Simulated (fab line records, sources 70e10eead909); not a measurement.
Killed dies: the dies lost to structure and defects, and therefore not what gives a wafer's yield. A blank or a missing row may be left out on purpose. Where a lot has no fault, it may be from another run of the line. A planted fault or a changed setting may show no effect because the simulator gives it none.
Commonality check across tools	flow nand harc	14 lots, 42 wafers sampled

THE REASON FOR OPENING IT
At NHARC_P_GATE_CD_MEAS_26 the reading cd nm is flagged on 2 of 14 lots. No-fault wafers: 120.0 nm, standard deviation 0.55.
Rule: a lot is flagged in two cases, either no wafer of it has a number, or all its wafers with numbers fall more than 4 standard deviations from that mean. All remaining lots are regarded as sound.

lot	measured	on	cd nm (nm), wafer by wafer	flag
L845	day 5 07:47	cd sem-03	119.9 120.8 120.5	
L847	day 5 14:22	cd sem-01	119.6 119.1 120.0	
L846	day 5 14:31	cd sem-02	119.8 120.9 119.5	
L849	day 6 18:03	cd sem-02	120.6 119.5 120.2	
L852	day 7 20:59	cd sem-01	119.6 119.1 120.5	
L854	day 8 20:37	cd sem-03	119.9 120.6 120.7	
L855	day 9 09:17	cd sem-02	119.9 119.0 120.2	
L857	day 9 21:00	cd sem-03	120.6 120.0 119.9	
L858	day 10 06:56	cd sem-03	120.4 120.8 120.1	
L859	day 11 08:37	cd sem-03	120.5 119.6 120.0	
L861	day 11 16:26	cd sem-03	138.7 138.6 138.7	FLAGGED
L862	day 12 02:15	cd sem-03	139.5 139.3 138.8	FLAGGED
L867	day 14 04:05	cd sem-02	120.8 119.9 120.9	
L868	day 14 12:34	cd sem-03	120.0 120.3 119.9	
The numbers of the flagged lots are 138.9 nm on average: +18.9 nm against the usual, or +34 standard deviations.

LOT BY LOT: THE TOOL USED
The record holds 1 process step before the reading, out of a route of 1302 steps. Cell contents, in order: the tool; ch with the chambers the sampled wafers went through; the start.
lot	flag	NHARC_P_GATE_EXPOSE_23
L845		arfi scanner-02 ch 0, day 5 07:40
L847		arfi scanner-03 ch 0, day 5 14:14
L846		arfi scanner-02 ch 0, day 5 14:23
L849		arfi scanner-01 ch 0, day 6 17:55
L852		arfi scanner-01 ch 0, day 7 20:50
L854		arfi scanner-03 ch 0, day 8 20:29
L855		arfi scanner-02 ch 0, day 9 09:08
L857		arfi scanner-01 ch 0, day 9 20:52
L858		arfi scanner-03 ch 0, day 10 06:48
L859		arfi scanner-02 ch 0, day 11 08:28
L861	FLAGGED	arfi scanner-02 ch 0, day 11 16:17
L862	FLAGGED	arfi scanner-02 ch 0, day 12 02:07
L867		arfi scanner-01 ch 0, day 14 03:58
L868		arfi scanner-01 ch 0, day 14 12:26
What these steps do:
- NHARC_P_GATE_EXPOSE_23: exposes mask P GATE, target cd 120 nm.
- NHARC_P_GATE_CD_MEAS_26: target cd 120 nm.

FLAGGED AGAINST TOTAL, ONE TOOL AT A TIME (gauges that did the reading follow at the end)
step	tool	lots run	flagged	share of the flagged lots	sound lots run after its first flagged lot
NHARC_P_GATE_EXPOSE_23	arfi scanner-01	5	0	none	-
NHARC_P_GATE_EXPOSE_23	arfi scanner-02	6	2	all	0
NHARC_P_GATE_EXPOSE_23	arfi scanner-03	3	0	none	-
NHARC_P_GATE_CD_MEAS_26	cd sem-01	2	0	none	-
NHARC_P_GATE_CD_MEAS_26	cd sem-02	4	0	none	-
NHARC_P_GATE_CD_MEAS_26	cd sem-03	8	2	all	1 (L868)

WHAT THE TABLE PERMITS
2 rows of the table ran every flagged lot: arfi scanner-02 at NHARC_P_GATE_EXPOSE_23, cd sem-03 at NHARC_P_GATE_CD_MEAS_26.
- arfi scanner-02 at NHARC_P_GATE_EXPOSE_23: 2 of its 6 lots flagged. Its last sound lot is L859 (day 11 08:28), its first flagged lot L861 (day 11 16:17): a fault that began between those two fits. Its own readings lie more than 4 standard deviations out on every wafer of the flagged lots: exposure dose mJ cm2.
- cd sem-03 at NHARC_P_GATE_CD_MEAS_26: 2 of its 8 lots flagged. After the first flagged lot (L868), sound lots still ran on it; a lasting fault on the whole tool would not permit that.
Just one tool remains: arfi scanner-02 at NHARC_P_GATE_EXPOSE_23.

WHAT THE SIMULATOR PUT IN
Drift in process parameters on arfi scanner-02 at NHARC_P_GATE_EXPOSE_23, starting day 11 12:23. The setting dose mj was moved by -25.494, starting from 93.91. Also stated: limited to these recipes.
Struck lots among those shown: L861, L862. Same finding as the rule above.
